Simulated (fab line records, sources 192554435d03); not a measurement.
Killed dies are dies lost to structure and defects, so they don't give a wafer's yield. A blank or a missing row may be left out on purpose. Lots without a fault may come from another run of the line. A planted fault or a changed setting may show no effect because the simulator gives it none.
A struck lot beside a sound one | flow n5_finfet | 15 steps out of a route of 1938
Sound: wafers L967.1, L967.2, L967.4. Struck: wafer L979.3. (L979.1, L979.5 of the same lot were not struck and are left out.) The cause comes at the end.
At each step with rows: each side's tool, then ch and its chambers, then its first start. Under that, the readings that differ: sound wafers | struck wafers | difference of the means | sigmas: that difference in standard deviations of wafers without a fault.
alike: readings whose means differ by less than 2 such deviations, and words and numbers that are the same on both sides. not compared: withheld readings, readings that some wafer has no value for, bounds like >300 that may hide the same value, and numbers for which the record gives no deviation and whose values overlap.
The two part at a step that has a row with sigmas, a row that says differs or no value, or rows on one side only. Numbers that don't overlap but have no deviation are shown without sigmas and don't part them. A reading that every wafer of one side lacks parts them only if that side has two wafers or more.

N5_BEOL_M11_STRIP_77: strips in N2/H2, time 10 s.
  sound on rie_diel-01 ch 0,1; struck on rie_diel-03 ch 0
  alike: drypump_motor_current_A, oes_product_au, rf_vpp_V, showerhead_plenum_p_Torr, throttle_valve_pct
  not compared: rf_hours_counter_h
N5_BEOL_M11_OCD_MEAS_38:
  sound on ocd-02, day 9 23:18; struck on ocd-01, day 13 04:28
  alike: trench_depth_nm
then, 4 steps without rows for these wafers: N5_BEOL_M11_HM_STRIP_39 (strips TiN in peroxide tin strip, target depth 25 nm, time 158 s); N5_BEOL_M11_SRD_40 (time 30 s); N5_BEOL_M11_PRECLEAN_42 (cleans in residue remover, time 60 s); N5_BEOL_M11_SRD_43 (time 30 s).
N5_BEOL_M11_CD_MEAS_35: target cd 70 nm.
  sound on cd_sem-02, day 9 23:27; struck on cd_sem-01, day 13 04:37
  alike: cd_nm
N5_BEOL_M11_CURE_72: cures SiCOH lowk, time 120 s.
  sound on uv_cure-02 ch 0, day 9 23:29; struck on uv_cure-01 ch 2, day 13 04:39
  alike: lamp_power_pct, wafer_temp_C_max
N5_BEOL_M11_DEGAS_44: time 60 s.
  sound on pvd_sputter-02, day 9 23:49; struck on pvd_sputter-02, day 13 05:08
  alike: heater_power_w
N5_BEOL_M11_PRE_CLEAN_45: time 30 s.
  sound on pvd_sputter-02, day 9 23:52; struck on pvd_sputter-02, day 13 05:11
  alike: heater_power_w
then, 2 steps without rows for these wafers: N5_BEOL_M11_ALD_74 (deposits TaN, target thk 2 nm, pulse time 2 s, purge time 3 s); N5_BEOL_M11_SURFACE_TREAT_76.
N5_BEOL_M11_CVD_75: deposits Co from CCTBA/H2, target thk 2 nm, time 138.9 s.
  sound on cvd_co-02 ch 0,1,2, day 10 00:22; struck on cvd_co-02 ch 1, day 13 05:37
  reading          | sound             | struck | difference | sigmas
  run_length_s (s) | 161.8 162.1 163.2 | 127.8  | -34.6      | -60
N5_BEOL_M11_SPUTTER_48: material Cu, target thk 12 nm, time 2 s.
  sound on pvd_sputter-03, day 10 00:31; struck on pvd_sputter-02, day 13 05:44
  alike: throttle_valve_pct
N5_PASSIVATION_PROBE_49:
  sound on prober-02, day 11 22:41; struck on prober-02, day 14 23:46
  alike: defect_limited_yield, killed_at_M0_to_M3, killed_at_M4_up, killed_at_contacts, killed_at_front_end, killed_at_other, killed_dies, killed_open, killed_short, sort_bin_5_function, sort_bin_6_memory, sort_bin_8_speed, sort_n_pass, sort_yield_pct

WHERE THEY PART
Only at N5_BEOL_M11_CVD_75, within this record. Later steps at which nothing parts them and some readings are alike: N5_BEOL_M11_SPUTTER_48, N5_PASSIVATION_PROBE_49.

WHY: what the simulator had put in
Process parameter drift: cvd_co-02, from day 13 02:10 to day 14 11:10, at N5_BEOL_M11_CVD_75. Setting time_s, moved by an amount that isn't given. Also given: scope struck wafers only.
